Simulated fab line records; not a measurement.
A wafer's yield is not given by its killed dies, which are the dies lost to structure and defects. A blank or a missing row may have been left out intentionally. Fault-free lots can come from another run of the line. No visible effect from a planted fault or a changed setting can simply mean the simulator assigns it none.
Lot-split experiment / flow n5 finfet / route with 1938 steps; 7 lots, 21 wafers read

ON THE SPLIT
At N5_WELL_APT_COAT_02 (resist thk 950 nm), the setting spin rpm was moved away from the recipe's 1357 rpm on 7 of the 21 wafers read, by -10.0% to +10.7%. All remaining wafers had this setting at the recipe value.

Reading taken at the split's own step.

THE READING
coat_of_WELL_APT_COAT_02.thk nm (the simulator's own value, which no gauge read), in nm, at N5_WELL_APT_COAT_02 (resist thk 950 nm). There is no usual value for it anywhere in the file. Here, 14 wafers ran the recipe; their average is 950.1 nm with a standard deviation of 2.9 nm.

wafer=L075.2; tool, chamber at the split=litho track-05, 0; spin rpm as run, rpm=1357; against the recipe=recipe; coat_of_WELL_APT_COAT_02.thk nm, nm=952.1; against lot-mates on the recipe=-
wafer=L075.3; tool, chamber at the split=litho track-05, 0; spin rpm as run, rpm=1357; against the recipe=recipe; coat_of_WELL_APT_COAT_02.thk nm, nm=952.5; against lot-mates on the recipe=-
wafer=L075.6; tool, chamber at the split=litho track-05, 0; spin rpm as run, rpm=1357; against the recipe=recipe; coat_of_WELL_APT_COAT_02.thk nm, nm=950.7; against lot-mates on the recipe=-
wafer=L081.2; tool, chamber at the split=litho track-01, 0; spin rpm as run, rpm=1357; against the recipe=recipe; coat_of_WELL_APT_COAT_02.thk nm, nm=947.1; against lot-mates on the recipe=-
wafer=L081.3; tool, chamber at the split=litho track-01, 0; spin rpm as run, rpm=1502; against the recipe=+10.7%; coat_of_WELL_APT_COAT_02.thk nm, nm=900.7; against lot-mates on the recipe=-47.5
wafer=L081.6; tool, chamber at the split=litho track-01, 0; spin rpm as run, rpm=1357; against the recipe=recipe; coat_of_WELL_APT_COAT_02.thk nm, nm=949.2; against lot-mates on the recipe=-
wafer=L082.2; tool, chamber at the split=litho track-04, 0; spin rpm as run, rpm=1221; against the recipe=-10.0%; coat_of_WELL_APT_COAT_02.thk nm, nm=995.2; against lot-mates on the recipe=+53.2
wafer=L082.5; tool, chamber at the split=litho track-04, 0; spin rpm as run, rpm=1357; against the recipe=recipe; coat_of_WELL_APT_COAT_02.thk nm, nm=942; against lot-mates on the recipe=-
wafer=L082.6; tool, chamber at the split=litho track-04, 0; spin rpm as run, rpm=1221; against the recipe=-10.0%; coat_of_WELL_APT_COAT_02.thk nm, nm=998.4; against lot-mates on the recipe=+56.4
wafer=L083.2; tool, chamber at the split=litho track-04, 0; spin rpm as run, rpm=1357; against the recipe=recipe; coat_of_WELL_APT_COAT_02.thk nm, nm=951.1; against lot-mates on the recipe=-
wafer=L083.3; tool, chamber at the split=litho track-04, 0; spin rpm as run, rpm=1228; against the recipe=-9.5%; coat_of_WELL_APT_COAT_02.thk nm, nm=999.8; against lot-mates on the recipe=+48.7
wafer=L083.4; tool, chamber at the split=litho track-04, 0; spin rpm as run, rpm=1228; against the recipe=-9.5%; coat_of_WELL_APT_COAT_02.thk nm, nm=996.8; against lot-mates on the recipe=+45.7
wafer=L086.2; tool, chamber at the split=litho track-05, 0; spin rpm as run, rpm=1357; against the recipe=recipe; coat_of_WELL_APT_COAT_02.thk nm, nm=949.9; against lot-mates on the recipe=-
wafer=L086.6; tool, chamber at the split=litho track-05, 0; spin rpm as run, rpm=1357; against the recipe=recipe; coat_of_WELL_APT_COAT_02.thk nm, nm=949.9; against lot-mates on the recipe=-
wafer=L086.3; tool, chamber at the split=litho track-05, 0; spin rpm as run, rpm=1357; against the recipe=recipe; coat_of_WELL_APT_COAT_02.thk nm, nm=950.6; against lot-mates on the recipe=-
wafer=L089.1; tool, chamber at the split=litho track-01, 0; spin rpm as run, rpm=1458; against the recipe=+7.4%; coat_of_WELL_APT_COAT_02.thk nm, nm=920.9; against lot-mates on the recipe=-32.9
wafer=L089.5; tool, chamber at the split=litho track-01, 0; spin rpm as run, rpm=1357; against the recipe=recipe; coat_of_WELL_APT_COAT_02.thk nm, nm=953.1; against lot-mates on the recipe=-
wafer=L089.6; tool, chamber at the split=litho track-01, 0; spin rpm as run, rpm=1357; against the recipe=recipe; coat_of_WELL_APT_COAT_02.thk nm, nm=954.5; against lot-mates on the recipe=-
wafer=L093.1; tool, chamber at the split=litho track-01, 0; spin rpm as run, rpm=1357; against the recipe=recipe; coat_of_WELL_APT_COAT_02.thk nm, nm=948.3; against lot-mates on the recipe=-
wafer=L093.3; tool, chamber at the split=litho track-01, 0; spin rpm as run, rpm=1302; against the recipe=-4.1%; coat_of_WELL_APT_COAT_02.thk nm, nm=967.8; against lot-mates on the recipe=+18.5
wafer=L093.4; tool, chamber at the split=litho track-01, 0; spin rpm as run, rpm=1357; against the recipe=recipe; coat_of_WELL_APT_COAT_02.thk nm, nm=950.2; against lot-mates on the recipe=-

THE FIT
A straight line over all 21 wafers: coat_of_WELL_APT_COAT_02.thk nm changes by -4.68 nm for each +1% of spin rpm; r = -0.99; the points scatter about the line by 3.1 nm.
The same after taking each lot's own level away (the mean of its wafers on the recipe; 21 wafers): -4.93 nm for each +1%; r = -1.00; scatter 2.3 nm.
On that fit, the largest move of spin rpm shifts the reading by 53 nm.
Measured against the standard deviation above, the lots' own levels, which go from 942.00 to 953.80 nm, span 4.1 times it.
Hence the lot-to-lot level has little effect on the slope; both slopes agree.
Check: -53.8 nm against its lot-mates is what the line predicts for one of the wafers moved furthest among these (+10.7%) when that wafer is left out of the fit. Against them it came out at -47.5 nm.

OTHER SPLITS APPLIED TO THESE WAFERS
Before the reading, these wafers also passed through other splits. Each is held against what the fit with the lots' levels taken away leaves over:
other split on the same wafers=N5_ZERO_LAYER_EXPOSE_08 dose mj; wafers away from the commonest value=7; r with coat_of_WELL_APT_COAT_02.thk nm (lot level and that fit taken away)=+0.14
other split on the same wafers=N5_ZERO_LAYER_DEVELOP_10 develop time s; wafers away from the commonest value=6; r with coat_of_WELL_APT_COAT_02.thk nm (lot level and that fit taken away)=-0.31

THE WHOLE CHAIN: every reading that the file lists as answering this split, in the file's order
step=N5_WELL_APT_COAT_02; what it does=resist thk 950 nm; reading=coat_of_WELL_APT_COAT_02.thk nm (the simulator's own value, which no gauge read); change (the file's fit)=-4.84 nm for each +1% of the setting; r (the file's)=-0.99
step=N5_WELL_APT_DESCUM_13; what it does=chemistry O2, time 7.9 s; reading=WELL_APT.cd nm (the simulator's own value, which no gauge read); change (the file's fit)=+0.17 nm for each +1% of the setting, in a fit together with peb time s@WELL_APT_PEB_06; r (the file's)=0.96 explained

THE FILE'S OWN FIT
coat_of_WELL_APT_COAT_02.thk nm changes by -4.84 nm for each +1% of spin rpm, r = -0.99.
